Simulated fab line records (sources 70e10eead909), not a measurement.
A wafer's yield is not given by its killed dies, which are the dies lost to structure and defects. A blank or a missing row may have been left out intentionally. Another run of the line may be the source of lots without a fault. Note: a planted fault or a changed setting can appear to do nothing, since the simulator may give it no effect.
What tool caused it? | flow nandHarc | 12 lots with 36 wafers sampled at 6 steps, on a route of 1159 steps

WHAT THE GAUGES READ, wafer by wafer
NHARC_P_ZERO_WELL_CD_MEAS_52 targets a cd of 2000 nm. Usual: cdNm at 2000.2 nm, with a standard deviation of 1.1.
lot  | measured    | on       | cdNm (nm)            | flag
L871 | day 1 17:53 | cdSem-02 | 2001.2 2000.6 2001.6 | 
L872 | day 1 23:24 | cdSem-01 | 2001.2 2001.2 2000.0 | 
L873 | day 2 05:43 | cdSem-01 | 2001.0 2000.7 2001.5 | 
L874 | day 2 11:46 | cdSem-03 | 1998.9 2000.8 2000.5 | 
L875 | day 2 17:36 | cdSem-01 | 2000.8 2001.1 1998.9 | 
L876 | day 2 23:46 | cdSem-02 | 2001.7 1999.0 2000.3 | 
L880 | day 3 23:33 | cdSem-03 | 2000.4 2000.2 2000.2 | 
L881 | day 4 05:38 | cdSem-03 | 1998.2 2000.3 1998.1 | 
L882 | day 4 11:46 | cdSem-03 | 2001.0 1999.0 2000.2 | 
L885 | day 5 05:39 | cdSem-01 | - - -                | OFF
L886 | day 5 11:38 | cdSem-01 | 2001.1 2002.5 1999.4 | 
L894 | day 7 11:45 | cdSem-01 | 2000.6 2001.7 1999.8 | 

NHARC_P_STI_CD_MEAS_09 targets a cd of 200 nm. Usual: cdNm at 200.0 nm, with a standard deviation of 1.6.
lot  | measured    | on       | cdNm (nm)         | flag
L871 | day 2 12:39 | cdSem-02 | 203.6 200.7 201.4 | 
L872 | day 2 16:25 | cdSem-01 | 200.8 199.9 200.7 | 
L873 | day 3 02:06 | cdSem-01 | 201.7 198.3 201.0 | 
L874 | day 3 01:56 | cdSem-01 | 199.3 200.0 198.0 | 
L875 | day 3 11:26 | cdSem-01 | 198.6 199.9 198.0 | 
L876 | day 3 16:53 | cdSem-03 | 200.0 199.5 199.8 | 
L880 | day 4 19:32 | cdSem-03 | 198.2 196.2 196.7 | 
L881 | day 4 19:42 | cdSem-02 | 201.1 199.4 202.5 | 
L882 | day 5 07:04 | cdSem-03 | 198.6 201.0 202.7 | 
L886 | day 6 05:44 | cdSem-01 | 200.5 200.6 199.7 | 
L894 | day 8 05:28 | cdSem-03 | 200.3 197.7 200.9 | 

NHARC_END_SORT_01. Usual: killedAtArray 26, standard deviation 8.6; killedAtOther 0.7, standard deviation 0.97; killedAtPeriphery 3.2, standard deviation 2.2; killedDies 30, standard deviation 8.9; killedOpen 3.1, standard deviation 1.8; killedShort 2.2, standard deviation 1.8.
lot  | measured     | on        | killedAtArray | killedAtOther | killedAtPeriphery | killedDies  | killedOpen | killedShort | flag
L876 | day 20 03:07 | prober-01 | 11 8 18       | 0 1 1         | 2 3 3             | 13 12 22    | 1 0 4      | 4 4 2       | 
L885 | day 22 09:46 | prober-02 | 59 42 45      | 0 1 0         | 618 634 632       | 677 677 677 | 8 2 5      | 0 1 3       | OFF

WHICH TOOL RAN EACH LOT (tool, then ch and the chambers of the sampled wafers, then the start)
lot  | NHARC_P_ZERO_WELL_EXPOSE_49     | NHARC_P_STI_DESCUM_14            | NHARC_P_STI_ETCH_42
L871 | krfScanner-02 ch 0, day 1 17:43 | rieDiel-12 ch 2,3, day 2 12:55   | rieDiel-12 ch 0,1,2, day 2 13:00
L872 | krfScanner-02 ch 0, day 1 23:14 | rieDiel-10 ch 0,2, day 2 16:41   | rieDiel-10 ch 0,2,3, day 2 16:48
L873 | krfScanner-03 ch 0, day 2 05:34 | rieDiel-12 ch 0,3, day 3 02:22   | rieDiel-12 ch 0,1,3, day 3 02:27
L874 | krfScanner-04 ch 0, day 2 11:37 | rieDiel-10 ch 1,2, day 3 02:11   | rieDiel-10 ch 2,3, day 3 02:17
L875 | krfScanner-04 ch 0, day 2 17:27 | rieDiel-10 ch 2,3, day 3 11:41   | rieDiel-10 ch 0,1,2, day 3 11:46
L876 | krfScanner-03 ch 0, day 2 23:37 | rieDiel-03 ch 1,2, day 3 17:10   | rieDiel-03 ch 0,3, day 3 17:15
L880 | krfScanner-02 ch 0, day 3 23:23 | rieDiel-10 ch 1,2,3, day 4 19:48 | rieDiel-10 ch 1,2,3, day 4 19:53
L881 | krfScanner-04 ch 0, day 4 05:29 | rieDiel-12 ch 1,2, day 4 19:58   | rieDiel-12 ch 1,3, day 4 20:04
L882 | krfScanner-04 ch 0, day 4 11:37 | rieDiel-12 ch 0,1,3, day 5 07:20 | rieDiel-12 ch 0,1, day 5 07:24
L885 | krfScanner-02 ch 0, day 5 05:30 | -                                | -
L886 | krfScanner-04 ch 0, day 5 11:29 | rieDiel-12 ch 2,3, day 6 06:00   | rieDiel-12 ch 0,1, day 6 06:05
L894 | krfScanner-02 ch 0, day 7 11:36 | rieDiel-10 ch 1,2,3, day 8 05:46 | rieDiel-10 ch 2,3, day 8 05:51
- NHARC_P_ZERO_WELL_EXPOSE_49: exposes mask P HVPW, target cd 2000 nm.
- NHARC_P_STI_DESCUM_14: chemistry O2, time 3 s.
- NHARC_P_STI_ETCH_42: etches the open film in N2/H2, target depth 80 nm, overetch 24 nm, time 61 s.

WHAT THE TOOLS THEMSELVES READ (means of the sampled wafers that have a number; where no wafer has one, the mark that the record gives instead)
NHARC_P_STI_DESCUM_14. Usual: drypumpMotorCurrentA 5.7 A, standard deviation 0.44; oesProductAu 1.005 a.u., standard deviation 0.0068; rfVppV 57.7 V, standard deviation 0.94; showerheadPlenumPTorr 1.88 Torr, standard deviation 0.076; throttleValvePct 11.312 %, standard deviation 0.0094.
lot  | tool       | drypumpMotorCurrentA (A) | oesProductAu (a.u.) | rfVppV (V) | showerheadPlenumPTorr (Torr) | throttleValvePct (%) | flag
L871 | rieDiel-12 | 5.8                      | 1.004               | 57.3       | 1.84                         | 11.307               | 
L872 | rieDiel-10 | 5.1                      | 1.000               | 58.2       | 1.93                         | 11.317               | 
L873 | rieDiel-12 | 6.0                      | 1.003               | 58.0       | 1.94                         | 11.321               | 
L874 | rieDiel-10 | 5.8                      | 0.997               | 58.3       | 1.97                         | 11.298               | 
L875 | rieDiel-10 | 5.2                      | 1.015               | 57.1       | 1.87                         | 11.318               | 
L876 | rieDiel-03 | 6.0                      | 1.017               | 57.6       | 1.91                         | 11.319               | 
L880 | rieDiel-10 | 5.5                      | 1.004               | 58.1       | 1.92                         | 11.311               | 
L881 | rieDiel-12 | 5.6                      | 0.997               | 57.0       | 1.80                         | 11.320               | 
L882 | rieDiel-12 | 5.8                      | 1.001               | 57.4       | 1.91                         | 11.312               | 
L886 | rieDiel-12 | 5.8                      | 1.001               | 56.9       | 1.84                         | 11.307               | 
L894 | rieDiel-10 | 5.6                      | 1.005               | 57.9       | 1.92                         | 11.313               | 

NHARC_P_STI_ETCH_42. Usual: drypumpMotorCurrentA 5.7 A, standard deviation 0.46; n2FlowSccm 150.1 sccm, standard deviation 0.47; oesProductAu 1.003 a.u., standard deviation 0.0078; rfVppV 429.7 V, standard deviation 2.5; showerheadPlenumPTorr 2.01 Torr, standard deviation 0.083; throttleValvePct 14.171 %, standard deviation 0.0085.
lot  | tool       | drypumpMotorCurrentA (A) | n2FlowSccm (sccm) | oesProductAu (a.u.) | rfVppV (V) | showerheadPlenumPTorr (Torr) | throttleValvePct (%) | flag
L871 | rieDiel-12 | 5.7                      | 150.2             | 1.003               | 429.5      | 1.99                         | 14.177               | 
L872 | rieDiel-10 | 5.4                      | 150.0             | 1.008               | 429.5      | 1.99                         | 14.175               | 
L873 | rieDiel-12 | 5.8                      | 149.6             | 0.999               | 430.3      | 2.04                         | 14.176               | 
L874 | rieDiel-10 | 5.0                      | 149.8             | 1.003               | 431.7      | 2.05                         | 14.168               | 
L875 | rieDiel-10 | 5.7                      | 150.3             | 1.000               | 432.1      | 2.05                         | 14.168               | 
L876 | rieDiel-03 | 6.0                      | 150.5             | 1.002               | 429.2      | 2.02                         | 14.176               | 
L880 | rieDiel-10 | 5.6                      | 150.0             | 1.001               | 429.1      | 2.04                         | 14.168               | 
L881 | rieDiel-12 | 5.8                      | 150.3             | 1.014               | 429.8      | 2.02                         | 14.167               | 
L882 | rieDiel-12 | 5.8                      | 149.9             | 1.001               | 430.5      | 2.05                         | 14.168               | 
L886 | rieDiel-12 | 5.7                      | 149.9             | 1.002               | 429.3      | 2.00                         | 14.174               | 
L894 | rieDiel-10 | 5.0                      | 150.0             | 1.002               | 431.0      | 2.05                         | 14.177               | 

THE ANSWER, worked out from the rows above alone
Rule: take the mean of a lot's wafers that have a number; if it is more than 3 standard deviations from the usual mean, the lot is off. Also off: a lot with no number at a reading for which 4 or more lots have one. The other lots that the step has rows for count as sound. After the gauges, taken in route order, come the tools' own readings; for these a lot's mean is taken, as printed above. The first step at which some lot is off is used, and at that step the reading that is off furthest; a lot without a number counts as furthest.
Off, at NHARC_P_ZERO_WELL_CD_MEAS_52 on cdNm: L885. Without a number there: L885.
A tool fits if, at a process step before that reading, it ran every lot that is off, and no sound lot after the first of them. Not tried: the gauges at NHARC_P_ZERO_WELL_CD_MEAS_52; whatever is off there is also off at NHARC_END_SORT_01, on other tools, and gauge error can't account for it. No candidate that was tried fits.

WHAT HAD BEEN PUT IN BY THE SIMULATOR
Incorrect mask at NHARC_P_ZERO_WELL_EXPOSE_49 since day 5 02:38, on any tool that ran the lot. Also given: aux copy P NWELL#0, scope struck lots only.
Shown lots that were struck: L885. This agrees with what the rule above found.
